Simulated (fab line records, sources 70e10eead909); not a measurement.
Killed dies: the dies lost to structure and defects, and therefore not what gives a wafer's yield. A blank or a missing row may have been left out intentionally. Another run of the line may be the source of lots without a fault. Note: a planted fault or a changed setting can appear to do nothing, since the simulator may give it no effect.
What tool caused it? | flow nand harc | 37 wafers from 13 lots sampled at 5 of the route's 1159 steps

== WHAT THE GAUGES SHOWED, per wafer ==
NHARC_END_SORT_01.
lot  | measured     | on        | defect limited yield (%) | killed at array | killed at other | killed at periphery | killed dies | killed open | killed short | sort_bin_2_pct (%) | sort_bin_3_pct (%) | sort_bin_4_pct (%) | sort n pass | sort rim yield pct (%) | sort yield pct (%)
L111 | day 21 19:50 | prober-02 | 93.6 94.4                | 33 29           | 2 2             | 8 7                 | 43 38       | 6 2         | 3 0          | 1.5 1.5            | 0 0.30             | 4.9 3.8            | 634 639     | 92 93                  | 93.6 94.4
L120 | day 24 06:42 | prober-01 | 97.5 97.9 98.7           | 15 12 6         | 0 0 2           | 2 2 1               | 17 14 9     | 6 2 2       | 5 1 1        | 0.9 0.6 0.6        | 0 0.15 0           | 1.6 1.3 0.7        | 660 663 668 | 96 99 97               | 97.5 97.9 98.7
L123 | day 24 16:58 | prober-01 | 94.4 94.1 94.2           | 37 39 35        | 0 0 0           | 1 1 4               | 38 40 39    | 4 7 6       | 3 2 3        | 2.7 2.1 1.6        | 0.15 0.44 0.59     | 2.8 3.4 3.5        | 639 637 638 | 93 99 93               | 94.4 94.1 94.2

== WHAT TOOL EACH LOT RAN ON (gives the tool, then ch and the chambers of the sampled wafers, and finally the start) ==
lot  | NHARC_P_CONTACT_DEGAS_38     | NHARC_P_M0_ETCH_34                 | NHARC_P_M0_DEGAS_28          | NHARC_P_M0_ANNEAL_30
L103 | pvd sputter-03, day 5 23:11  | rie diel-03 ch 0,1,2, day 6 16:45  | pvd sputter-03, day 6 17:36  | rtp anneal-01 ch 0, day 6 18:23
L104 | pvd sputter-01, day 5 23:32  | rie diel-03 ch 1,2,3, day 6 17:23  | pvd sputter-01, day 6 18:13  | rtp anneal-01 ch 0, day 6 19:31
L107 | pvd sputter-02, day 6 11:43  | rie diel-03 ch 1,2,3, day 6 23:18  | pvd sputter-03, day 7 00:11  | rtp anneal-02 ch 0, day 7 01:03
L108 | pvd sputter-01, day 6 20:38  | rie diel-03 ch 2,3, day 7 04:26    | pvd sputter-02, day 7 05:18  | rtp anneal-02 ch 0, day 7 06:02
L109 | pvd sputter-02, day 7 04:04  | rie diel-03 ch 0,3, day 7 09:12    | pvd sputter-01, day 7 10:01  | rtp anneal-01 ch 0, day 7 10:53
L110 | pvd sputter-01, day 7 06:19  | rie diel-03 ch 1,2, day 7 10:38    | pvd sputter-01, day 7 11:29  | rtp anneal-02 ch 0, day 7 12:13
L111 | pvd sputter-03, day 7 23:26  | rie diel-03 ch 1,3, day 8 04:46    | pvd sputter-02, day 8 05:37  | rtp anneal-02 ch 0, day 8 06:27
L120 | pvd sputter-01, day 10 04:22 | rie diel-12 ch 1,2,3, day 10 09:09 | pvd sputter-03, day 10 09:59 | rtp anneal-01 ch 0, day 10 10:43
L121 | pvd sputter-01, day 10 05:46 | rie diel-03 ch 0,1,2, day 10 09:44 | pvd sputter-02, day 10 10:34 | rtp anneal-02 ch 0, day 10 11:27
L122 | pvd sputter-03, day 10 12:01 | rie diel-12 ch 0,2,3, day 10 16:53 | pvd sputter-02, day 10 17:43 | rtp anneal-02 ch 0, day 10 18:34
L123 | pvd sputter-03, day 10 13:02 | rie diel-05 ch 1,2, day 10 17:18   | pvd sputter-01, day 10 18:07 | rtp anneal-01 ch 0, day 10 19:11
L124 | pvd sputter-02, day 11 04:35 | rie diel-05 ch 1,2,3, day 11 11:10 | pvd sputter-02, day 11 12:07 | rtp anneal-02 ch 0, day 11 12:52
L125 | pvd sputter-01, day 11 04:49 | rie diel-05 ch 0,1,3, day 11 11:45 | pvd sputter-03, day 11 12:35 | rtp anneal-02 ch 0, day 11 13:25
- NHARC_P_CONTACT_DEGAS_38: time 60 s.
- NHARC_P_M0_ETCH_34: etches the open film in N2/H2, target depth 40 nm, overetch 12 nm, time 43.94 s.
- NHARC_P_M0_DEGAS_28: time 60 s.
- NHARC_P_M0_ANNEAL_30: time 90 s.

== AS READ BY THE TOOLS THEMSELVES (means over the sampled wafers that have a number; for cases with no such wafer, the mark the record gives instead) ==
NHARC_P_CONTACT_DEGAS_38.
lot  | tool           | heater power w (W)
L103 | pvd sputter-03 | 457
L104 | pvd sputter-01 | 500
L107 | pvd sputter-02 | 430
L108 | pvd sputter-01 | 511
L109 | pvd sputter-02 | 408
L110 | pvd sputter-01 | 510
L111 | pvd sputter-03 | 522
L120 | pvd sputter-01 | 484
L121 | pvd sputter-01 | 433
L122 | pvd sputter-03 | 506
L123 | pvd sputter-03 | 415
L124 | pvd sputter-02 | 449
L125 | pvd sputter-01 | 475

NHARC_P_M0_ETCH_34.
lot  | tool        | drypump motor current A (A) | oes product au (a.u.) | rf vpp V (V) | run length s (s) | showerhead plenum p Torr (Torr) | throttle valve pct (%)
L103 | rie diel-03 | 5.8                         | 1.007                 | 432.4        | 65.3             | 2.11                            | 14.170
L104 | rie diel-03 | 5.6                         | 0.986                 | 431.8        | 65.8             | 2.10                            | 14.171
L107 | rie diel-03 | 5.6                         | 1.000                 | 432.0        | 65.6             | 2.10                            | 14.174
L108 | rie diel-03 | 5.5                         | 0.997                 | 431.4        | 65.4             | 2.10                            | 14.165
L109 | rie diel-03 | 5.8                         | 0.998                 | 432.0        | 55.2             | 2.08                            | 14.182
L110 | rie diel-03 | 5.7                         | 1.005                 | 432.3        | 62.2             | 2.10                            | 14.168
L111 | rie diel-03 | 5.7                         | 1.006                 | 431.6        | 55.2             | 2.06                            | 14.174
L120 | rie diel-12 | 5.4                         | 1.000                 | 428.2        | 64.7             | 1.95                            | 14.178
L121 | rie diel-03 | 5.8                         | 1.006                 | 431.7        | 65.5             | 2.11                            | 14.174
L122 | rie diel-12 | 5.9                         | 1.001                 | 426.7        | 64.9             | 1.91                            | 14.171
L123 | rie diel-05 | 5.3                         | 1.009                 | 430.6        | 65.6             | 2.03                            | 14.163
L124 | rie diel-05 | 5.6                         | 1.007                 | 429.0        | 65.2             | 1.99                            | 14.168
L125 | rie diel-05 | 5.4                         | 1.008                 | 428.9        | 65.1             | 1.97                            | 14.168

NHARC_P_M0_DEGAS_28.
lot  | tool           | heater power w (W)
L103 | pvd sputter-03 | 368
L104 | pvd sputter-01 | 336
L107 | pvd sputter-03 | 373
L108 | pvd sputter-02 | 314
L109 | pvd sputter-01 | 300
L110 | pvd sputter-01 | 345
L111 | pvd sputter-02 | 333
L120 | pvd sputter-03 | 333
L121 | pvd sputter-02 | 292
L122 | pvd sputter-02 | 313
L123 | pvd sputter-01 | 348
L124 | pvd sputter-02 | 311
L125 | pvd sputter-03 | 382

NHARC_P_M0_ANNEAL_30.
lot  | tool          | anneal temp c (C) | wafer_temp_C_max
L103 | rtp anneal-01 | 224.93            | 225.90
L104 | rtp anneal-01 | 224.79            | 225.77
L107 | rtp anneal-02 | 224.84            | 225.95
L108 | rtp anneal-02 | 224.92            | 226.13
L109 | rtp anneal-01 | 224.93            | 226.13
L110 | rtp anneal-02 | 225.08            | 226.15
L111 | rtp anneal-02 | 225.14            | 226.24
L120 | rtp anneal-01 | 224.98            | 226.11
L121 | rtp anneal-02 | 225.28            | 225.98
L122 | rtp anneal-02 | 224.85            | 226.00
L123 | rtp anneal-01 | 225.05            | 225.91
L124 | rtp anneal-02 | 224.98            | 226.04
L125 | rtp anneal-02 | 224.96            | 226.06

== THE ANSWER, worked out from the rows above alone ==
Rule: usual is defined by the lots themselves. Put in order of their means at a reading, lots are off if they are a third of the lots or fewer, leave a main group of 4 or more, and stand apart from it by a gap of 3 or more times the standard deviation of the main group's means; of several such gaps the widest counts. A main group is skipped when, at the precision printed for the reading in the tables above, its means are all equal. Also off: a lot with no number at a reading for which 4 or more lots have one. Where the step has rows for the other lots, those lots are counted as sound. The gauges are gone through in route order, then the tools' own readings, and for those a lot's mean is taken as printed above. The first step at which some lot is off is used, and at that step the reading that is off furthest; a lot without a number counts as furthest.
Off, at NHARC_P_M0_ETCH_34 on run length s: L109, L110, L111. Mean 65.3 s and standard deviation 0.32 in the main group.
A tool fits if, at that step or a process step before it, it ran every lot that is off, and no sound lot after the first of them. None of those tried fits.

== WHAT THE SIMULATOR HAD PUT IN ==
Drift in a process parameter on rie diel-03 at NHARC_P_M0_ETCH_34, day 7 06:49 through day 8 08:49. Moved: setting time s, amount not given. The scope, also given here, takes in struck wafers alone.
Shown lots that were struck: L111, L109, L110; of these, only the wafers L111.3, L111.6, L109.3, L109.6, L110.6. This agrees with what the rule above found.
